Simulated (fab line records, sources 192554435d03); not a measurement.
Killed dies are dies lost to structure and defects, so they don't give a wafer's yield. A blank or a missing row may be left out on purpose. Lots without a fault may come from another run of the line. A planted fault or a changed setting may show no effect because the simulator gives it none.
Chamber matching | flow n5_finfet | N5_BEOL_M6_ETCH_72 on rie_diel-06: 4 sister chambers
The step etches underlayer in N2/H2, target depth 6.5 nm, time 5.2 s. 8 wafers are shown with their chamber, then 10 later ones without.

WAFERS WITH THEIR CHAMBER
wafer  | chamber | showerhead_plenum_p_Torr (Torr) | drypump_motor_current_A (A)
L080.5 | 1       | 2.70                            | 6.3
L081.4 | 2       | 2.51                            | 5.8
L082.6 | 1       | 2.69                            | 6.2
L084.2 | 2       | 2.51                            | 5.8
L084.4 | 0       | 2.67                            | 4.8
L086.6 | 3       | 2.60                            | 5.7
L088.1 | 0       | 2.67                            | 4.8
L088.4 | 3       | 2.60                            | 5.7

WAFERS WITHOUT THEIR CHAMBER
wafer  | showerhead_plenum_p_Torr (Torr) | drypump_motor_current_A (A)
L088.6 | 2.69                            | 6.2
L091.2 | 2.59                            | 5.7
L091.5 | 2.66                            | 4.8
L091.6 | 2.59                            | 5.7
L094.1 | 2.68                            | 6.3
L094.5 | 2.68                            | 6.3
L094.6 | 2.59                            | 5.7
L096.1 | 2.59                            | 5.7
L096.4 | 2.68                            | 6.3
L096.5 | 2.50                            | 5.8

WHICH CHAMBER EACH WENT THROUGH
wafer  | from the rows above | in truth
L088.6 | 1                   | 1
L091.2 | 3                   | 3
L091.5 | 0                   | 0
L091.6 | 3                   | 3
L094.1 | 1                   | 1
L094.5 | 1                   | 1
L094.6 | 3                   | 3
L096.1 | 3                   | 3
L096.4 | 1                   | 1
L096.5 | 2                   | 2
Placed correctly: 10 of 10. Can't be placed from these rows: 0. Placed wrongly: 0.
How it was worked out, from the rows above alone: a wafer's distance from a chamber is the root of the sum, over the readings, of the square of ((its reading less the chamber's mean) divided by the reading's scatter). The wafer belongs to the nearest chamber; if the next one is less than 2 further off, it can't be placed. A chamber's mean is the mean of its shown wafers. The scatter: the root of (the sum of the squares of (reading less its chamber's mean) over the shown wafers, divided by (wafers less chambers)).
